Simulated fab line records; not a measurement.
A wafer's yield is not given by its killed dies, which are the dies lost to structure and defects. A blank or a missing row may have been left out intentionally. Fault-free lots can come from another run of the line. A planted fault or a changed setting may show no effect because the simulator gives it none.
Problem report, 8D (eight disciplines) form, completed by code    flow nandHarc    the parts of the form that need people (team, actions taken, sign-off) are left out

## 1. WHAT WENT WRONG
Wafers without a fault read 44 with a standard deviation of 16, while killedAtArray at NHARC_END_SORT_01 averages 640 across 2 wafers of 1 lot. That is +37 standard deviations from the usual mean.
First observed at day 27 17:58: wafer L665.5, on prober-01. The record holds 3 wafers of 1 lot with a number at this step. By rule, "out" or "out of limits" means more than 4 standard deviations away from the usual mean. All remaining wafers that have a number are taken as sound.

## 2. WHAT IT IS AND WHAT IT IS NOT
question                     is                         is not
which readings at this step  killedAtArray, killedDies  killedAtOther, killedAtPeriphery, killedOpen, killedShort
which lots                   L665                       -
which wafers of those lots   L665.5, L665.6             L665.2
read on which gauges         prober-01                  -
when                         from day 27 17:58          up to then (1 sound wafer)

## 3. THE SUSPECTS, EACH WITH WHAT RULES IT OUT
Counting: a tool at a process step up to the reading stays a suspect if it ran every lot that is out. Sound lots after the first of them don't rule it out here, since some wafers of a struck lot are sound.
- the gauge at NHARC_END_SORT_01 has been ruled out. All the wafers that are out were read on prober-01, but those of them that NHARC_A_STAIRCASE_ETCH_190 has rows for are out there too, on other tools.
- rieDiel-10 at NHARC_A_STAIRCASE_ETCH_23 (etches the open film in C4F8/O2, target depth 100 nm, time 40.5 s): kept. It ran the lot that is out, L665 (day 19 01:52). NHARC_A_STAIRCASE_ETCH_23 gives no start for some lots, so the hours and the order of its lots are those of NHARC_A_STAIRCASE_DESCUM_186.
- rieDiel-04 at NHARC_A_STAIRCASE_DESCUM_186 (chemistry O2, time 3 s): kept. It ran the lot that is out, L665 (day 19 01:52).
- rieDiel-04 at NHARC_A_STAIRCASE_ETCH_190 (etches the open film in C4F8/O2, target depth 100 nm, time 40.5 s): kept. It ran the lot that is out, L665 (day 19 02:21). On those wafers its own readings are out: runLengthS.
- rieDiel-10 at NHARC_A_STAIRCASE_TRIM_196 (chemistry O2, time 211.2 s): kept. It ran the lot that is out, L665 (day 19 02:59).
- Within rieDiel-10 at NHARC_A_STAIRCASE_ETCH_23: the wafers that are out ran in chambers 0, 3; their sound lot-mates ran in chamber 2.
- Within rieDiel-04 at NHARC_A_STAIRCASE_ETCH_190: the wafers that are out ran in chambers 0, 1; their sound lot-mates ran in chamber 3.
Left after counting: rieDiel-10 at NHARC_A_STAIRCASE_ETCH_23, rieDiel-04 at NHARC_A_STAIRCASE_DESCUM_186, rieDiel-04 at NHARC_A_STAIRCASE_ETCH_190, rieDiel-10 at NHARC_A_STAIRCASE_TRIM_196.

## 4. THE CAUSE (what the simulator had put in)
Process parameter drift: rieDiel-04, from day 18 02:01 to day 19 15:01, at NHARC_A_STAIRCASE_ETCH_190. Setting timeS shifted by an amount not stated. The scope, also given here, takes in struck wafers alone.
After counting, 4 suspects remain, this tool included.

## 5. THE CHAIN OF EFFECTS, in route order
One row per reading whose mean, taken over the struck wafers that have a number, lies over 3 standard deviations from the usual. Only readings for which the record gives a usual standard deviation are gone through. hours: the time from each lot's start at the first step in this table that gives one to its start at this step, as a median over the lots. sigmas: the change in usual standard deviations.
hours  step                        reading        usual   on struck wafers  change  sigmas
0      NHARC_A_STAIRCASE_ETCH_190  runLengthS     61.8 s  50.5              -11.3   -28
208    NHARC_END_SORT_01           killedAtArray  44      640               +596    +37
208    NHARC_END_SORT_01           killedDies     48      642               +594    +37
Here are the process steps it includes:
- NHARC_A_STAIRCASE_ETCH_190: etches the open film in C4F8/O2, target depth 100 nm, time 40.5 s.
Readings that are blank on the struck wafers while sound wafers have them: rfFwdPowerW at NHARC_A_STAIRCASE_ETCH_190.

## 6. WHAT WOULD HAVE CAUGHT IT SOONER
232 hours passed between the start of the fault at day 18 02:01 and the first reading out of limits at a measuring or inspecting step in this record, taken at day 27 17:58.
At NHARC_A_STAIRCASE_ETCH_190, the tool's own readings (runLengthS) were out on each struck wafer the step has a row for, so an alarm limit on them would have fired on the first such wafer.
All the lots that are out (1) had begun NHARC_A_STAIRCASE_ETCH_190 on rieDiel-04 by day 27 17:58. Holding the tool at that point would not have protected any of them.
